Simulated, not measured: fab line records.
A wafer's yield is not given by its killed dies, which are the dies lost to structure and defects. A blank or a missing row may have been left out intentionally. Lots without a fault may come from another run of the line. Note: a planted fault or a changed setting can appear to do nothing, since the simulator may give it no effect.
A lot that was struck, set against a sound lot -- flow nand_harc -- 15 steps out of a route of 1159
Sound: the wafers L483.2, L483.3, L483.6. Struck: wafer L494.3 (left out: L494.5, a lot-mate that was not struck); the cause follows at the end.
At each step with rows: each side's tool, then ch and its chambers, then its first start. Under that, the readings that differ: sound wafers -- struck wafers -- difference of the means -- sigmas: that difference in standard deviations of wafers without a fault.
alike: words and numbers the same on both sides, and readings whose means are apart by under 2 such deviations; not compared: readings that were withheld, readings missing a value for some wafer, numbers with overlapping values and no deviation given by the record, and bounds like >300 which may hide the same value.
Wherever a step has rows on one side only, a row that says differs or no value, or a row with sigmas, the two part there. Numbers that don't overlap but have no deviation are shown without sigmas and don't part them. A reading missing from all wafers of one side parts the sides only when that side holds two or more wafers.

first, 1 step without rows for these wafers: NHARC_A_ONON_D1_DEP_03 (target thk 1000 nm).
NHARC_A_ONON_D1_THK_MEAS_05: measures by ellipsometry.
  struck on film_metro-01, day 11 03:41; sound on film_metro-01, day 8 04:25
  alike: thk_nm
next comes 1 step that has no rows for these wafers: NHARC_A_ONON_D1_DEP_06 (target thickness 1000 nm).
NHARC_A_ONON_D1_THK_MEAS_08: measures by ellipsometry.
  struck on film_metro-02, day 11 04:23; sound on film_metro-01, day 8 04:59
  alike: thk_nm
next comes 1 step that has no rows for these wafers: NHARC_A_ONON_D1_DEP_09 (target thickness 1000 nm).
NHARC_A_ONON_D1_THK_MEAS_11: measures by ellipsometry.
  struck on film_metro-01, day 11 05:05; sound on film_metro-01, day 8 05:33
  alike: thk_nm
next comes 1 step that has no rows for these wafers: NHARC_A_ONON_D1_DEP_12 (target thickness 1000 nm).
NHARC_A_ONON_D1_THK_MEAS_14: measures by ellipsometry.
  struck on film_metro-01, day 11 05:40; sound on film_metro-01, day 8 06:07
  alike: thk_nm
then, 2 steps without rows for these wafers: NHARC_A_ONON_D1_ANNEAL_15 (time 3600 s); NHARC_A_ONON_D1_DEP_16 (target thk 1000 nm).
NHARC_A_ONON_D1_THK_MEAS_18: measures by ellipsometry.
  struck on film_metro-02, day 11 13:02; sound on film_metro-02, day 8 13:13
  alike: thk_nm
NHARC_A_ONON_D1_DEP_19: target thk 1000 nm.
  sound on pecvd_onon-04 ch 0, day 8 13:20; struck on pecvd_onon-01 ch 0, day 11 13:13
  alike: nh3_flow_sccm
NHARC_A_ONON_D1_THK_MEAS_21: measures by ellipsometry.
  struck on film_metro-02, day 11 13:38; sound on film_metro-02, day 8 13:47
reading,sound,struck,difference,sigmas
thk_nm (nm),987 986 986,681,-305,-28
next comes 1 step that has no rows for these wafers: NHARC_A_ONON_D1_DEP_22 (target thickness 1000 nm).
-- jump in the record: it breaks off in module A_ONON_D1 and resumes in module END (first step shown: number 1159 of the route), and 11 days separate the struck wafers' starts before and after --
NHARC_END_SORT_01:
  only the struck wafers appear in the record here, on prober-02 ch 0 at day 22 15:08; the sound ones have no rows

## WHERE THEY PART
First at NHARC_A_ONON_D1_THK_MEAS_21; last, within this record, at NHARC_END_SORT_01.

WHY: what the simulator had put in
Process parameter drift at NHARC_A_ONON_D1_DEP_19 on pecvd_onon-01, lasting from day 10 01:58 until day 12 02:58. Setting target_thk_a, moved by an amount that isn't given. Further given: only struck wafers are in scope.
